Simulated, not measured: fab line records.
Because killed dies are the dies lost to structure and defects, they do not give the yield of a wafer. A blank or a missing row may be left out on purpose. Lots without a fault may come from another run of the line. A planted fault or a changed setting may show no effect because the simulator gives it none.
Lot-split experiment || flow n5Finfet || on a route of 1938 steps: 7 lots, 21 wafers read

== THE SPLIT ==
At N5_BEOL_M3_HM_DEP_02 (deposits TiN, target thk 20 nm), the setting targetThkA was moved away from the recipe's 200 angstrom on 8 of the 21 wafers read, by -6.2% to +11.5%. The other wafers ran this setting at the recipe's value.

The reading is taken at the split's own step.

== THE READING ==
TiN_of_BEOL_M3_HM_DEP_02.thkNm (the simulator's own value, which no gauge read), in nm, at N5_BEOL_M3_HM_DEP_02 (deposits TiN, target thk 20 nm). The file gives no usual value for it. Across the 13 wafers here that went through the recipe, the average is 20.0 nm and the standard deviation 0.18 nm.

{"wafer": "L074.1", "tool, chamber at the split": "pvdSputter-01, -", "targetThkA as run, angstrom": 200, "against the recipe": "recipe", "TiN_of_BEOL_M3_HM_DEP_02.thkNm, nm": 19.6, "against lot-mates on the recipe": "-"}
{"wafer": "L074.2", "tool, chamber at the split": "pvdSputter-01, -", "targetThkA as run, angstrom": 200, "against the recipe": "recipe", "TiN_of_BEOL_M3_HM_DEP_02.thkNm, nm": 19.8, "against lot-mates on the recipe": "-"}
{"wafer": "L074.4", "tool, chamber at the split": "pvdSputter-01, -", "targetThkA as run, angstrom": 222.9, "against the recipe": "+11.5%", "TiN_of_BEOL_M3_HM_DEP_02.thkNm, nm": 22, "against lot-mates on the recipe": "+2.3"}
{"wafer": "L076.1", "tool, chamber at the split": "pvdSputter-02, -", "targetThkA as run, angstrom": 187.7, "against the recipe": "-6.2%", "TiN_of_BEOL_M3_HM_DEP_02.thkNm, nm": 18.6, "against lot-mates on the recipe": -1.2}
{"wafer": "L076.3", "tool, chamber at the split": "pvdSputter-02, -", "targetThkA as run, angstrom": 200, "against the recipe": "recipe", "TiN_of_BEOL_M3_HM_DEP_02.thkNm, nm": 19.8, "against lot-mates on the recipe": "-"}
{"wafer": "L076.4", "tool, chamber at the split": "pvdSputter-02, -", "targetThkA as run, angstrom": 187.7, "against the recipe": "-6.2%", "TiN_of_BEOL_M3_HM_DEP_02.thkNm, nm": 18.4, "against lot-mates on the recipe": -1.4}
{"wafer": "L078.2", "tool, chamber at the split": "pvdSputter-03, -", "targetThkA as run, angstrom": 200, "against the recipe": "recipe", "TiN_of_BEOL_M3_HM_DEP_02.thkNm, nm": 20.2, "against lot-mates on the recipe": "-"}
{"wafer": "L078.3", "tool, chamber at the split": "pvdSputter-03, -", "targetThkA as run, angstrom": 222.9, "against the recipe": "+11.5%", "TiN_of_BEOL_M3_HM_DEP_02.thkNm, nm": 22.6, "against lot-mates on the recipe": "+2.4"}
{"wafer": "L078.4", "tool, chamber at the split": "pvdSputter-03, -", "targetThkA as run, angstrom": 222.9, "against the recipe": "+11.5%", "TiN_of_BEOL_M3_HM_DEP_02.thkNm, nm": 22.6, "against lot-mates on the recipe": "+2.4"}
{"wafer": "L082.3", "tool, chamber at the split": "pvdSputter-02, -", "targetThkA as run, angstrom": 188.4, "against the recipe": "-5.8%", "TiN_of_BEOL_M3_HM_DEP_02.thkNm, nm": 18.4, "against lot-mates on the recipe": -1.4}
{"wafer": "L082.6", "tool, chamber at the split": "pvdSputter-02, -", "targetThkA as run, angstrom": 188.4, "against the recipe": "-5.8%", "TiN_of_BEOL_M3_HM_DEP_02.thkNm, nm": 18.4, "against lot-mates on the recipe": -1.4}
{"wafer": "L082.5", "tool, chamber at the split": "pvdSputter-02, -", "targetThkA as run, angstrom": 200, "against the recipe": "recipe", "TiN_of_BEOL_M3_HM_DEP_02.thkNm, nm": 19.8, "against lot-mates on the recipe": "-"}
{"wafer": "L090.1", "tool, chamber at the split": "pvdSputter-03, -", "targetThkA as run, angstrom": 200, "against the recipe": "recipe", "TiN_of_BEOL_M3_HM_DEP_02.thkNm, nm": 20, "against lot-mates on the recipe": "-"}
{"wafer": "L090.4", "tool, chamber at the split": "pvdSputter-03, -", "targetThkA as run, angstrom": 200, "against the recipe": "recipe", "TiN_of_BEOL_M3_HM_DEP_02.thkNm, nm": 20.2, "against lot-mates on the recipe": "-"}
{"wafer": "L090.6", "tool, chamber at the split": "pvdSputter-03, -", "targetThkA as run, angstrom": 200, "against the recipe": "recipe", "TiN_of_BEOL_M3_HM_DEP_02.thkNm, nm": 20.2, "against lot-mates on the recipe": "-"}
{"wafer": "L089.1", "tool, chamber at the split": "pvdSputter-02, -", "targetThkA as run, angstrom": 200, "against the recipe": "recipe", "TiN_of_BEOL_M3_HM_DEP_02.thkNm, nm": 20, "against lot-mates on the recipe": "-"}
{"wafer": "L089.2", "tool, chamber at the split": "pvdSputter-02, -", "targetThkA as run, angstrom": 200, "against the recipe": "recipe", "TiN_of_BEOL_M3_HM_DEP_02.thkNm, nm": 20, "against lot-mates on the recipe": "-"}
{"wafer": "L089.5", "tool, chamber at the split": "pvdSputter-02, -", "targetThkA as run, angstrom": 200, "against the recipe": "recipe", "TiN_of_BEOL_M3_HM_DEP_02.thkNm, nm": 20, "against lot-mates on the recipe": "-"}
{"wafer": "L094.2", "tool, chamber at the split": "pvdSputter-01, -", "targetThkA as run, angstrom": 214.1, "against the recipe": "+7.1%", "TiN_of_BEOL_M3_HM_DEP_02.thkNm, nm": 21.6, "against lot-mates on the recipe": "+1.7"}
{"wafer": "L094.4", "tool, chamber at the split": "pvdSputter-01, -", "targetThkA as run, angstrom": 200, "against the recipe": "recipe", "TiN_of_BEOL_M3_HM_DEP_02.thkNm, nm": 19.8, "against lot-mates on the recipe": "-"}
{"wafer": "L094.5", "tool, chamber at the split": "pvdSputter-01, -", "targetThkA as run, angstrom": 200, "against the recipe": "recipe", "TiN_of_BEOL_M3_HM_DEP_02.thkNm, nm": 20, "against lot-mates on the recipe": "-"}

FIT RESULTS
A straight line over all 21 wafers: TiN_of_BEOL_M3_HM_DEP_02.thkNm changes by +0.226 nm for each +1% of targetThkA; r = +0.99; the points scatter about the line by 0.21 nm.
The same after taking each lot's own level away (the mean of its wafers on the recipe; 21 wafers): +0.215 nm for each +1%; r = +1.00; scatter 0.1 nm.
The reading moves by 2.5 nm for the largest change in targetThkA, on that fit.
The span of the lots' own levels, 19.70 to 20.20 nm, comes to 2.8 times the standard deviation stated above.
Consequently the slope shifts little with the lot-to-lot level, the two slopes agreeing.
Check: with one of the wafers moved furthest among these (+11.5%) left out of the fit, the line predicts +2.49 nm for it against its lot-mates. It came out at +2.3 nm against them.

== OTHER SPLITS APPLIED TO THESE WAFERS ==
Other splits were also applied to these wafers ahead of the reading. Each is held against what the fit with the lots' levels taken away leaves over:
{"other split on the same wafers": "N5_BEOL_M0_SAQP_ETCH_107 biasW", "wafers away from the commonest value": 6, "r with TiN_of_BEOL_M3_HM_DEP_02.thkNm (lot level and that fit taken away)": "+0.70"}
{"other split on the same wafers": "N5_BEOL_M1_ILD_DEP_00 timeS", "wafers away from the commonest value": 6, "r with TiN_of_BEOL_M3_HM_DEP_02.thkNm (lot level and that fit taken away)": -0.18}
{"other split on the same wafers": "N5_BEOL_M1_COAT_62 spinRpm", "wafers away from the commonest value": 7, "r with TiN_of_BEOL_M3_HM_DEP_02.thkNm (lot level and that fit taken away)": -0.26}
{"other split on the same wafers": "N5_BEOL_M2_COAT_73 spinRpm", "wafers away from the commonest value": 8, "r with TiN_of_BEOL_M3_HM_DEP_02.thkNm (lot level and that fit taken away)": -0.09}
{"other split on the same wafers": "N5_BEOL_M2_EXPOSE_08 doseMj", "wafers away from the commonest value": 5, "r with TiN_of_BEOL_M3_HM_DEP_02.thkNm (lot level and that fit taken away)": -0.10}
{"other split on the same wafers": "N5_BEOL_M2_TRENCH_ETCH_37 timeS", "wafers away from the commonest value": 8, "r with TiN_of_BEOL_M3_HM_DEP_02.thkNm (lot level and that fit taken away)": -0.05}
{"other split on the same wafers": "N5_BEOL_M2_ALD_84 aldCycles", "wafers away from the commonest value": 4, "r with TiN_of_BEOL_M3_HM_DEP_02.thkNm (lot level and that fit taken away)": "+0.06"}

== THE FILE'S OWN FIT ==
TiN_of_BEOL_M3_HM_DEP_02.thkNm changes by +0.214 nm for each +1% of targetThkA, r = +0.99.
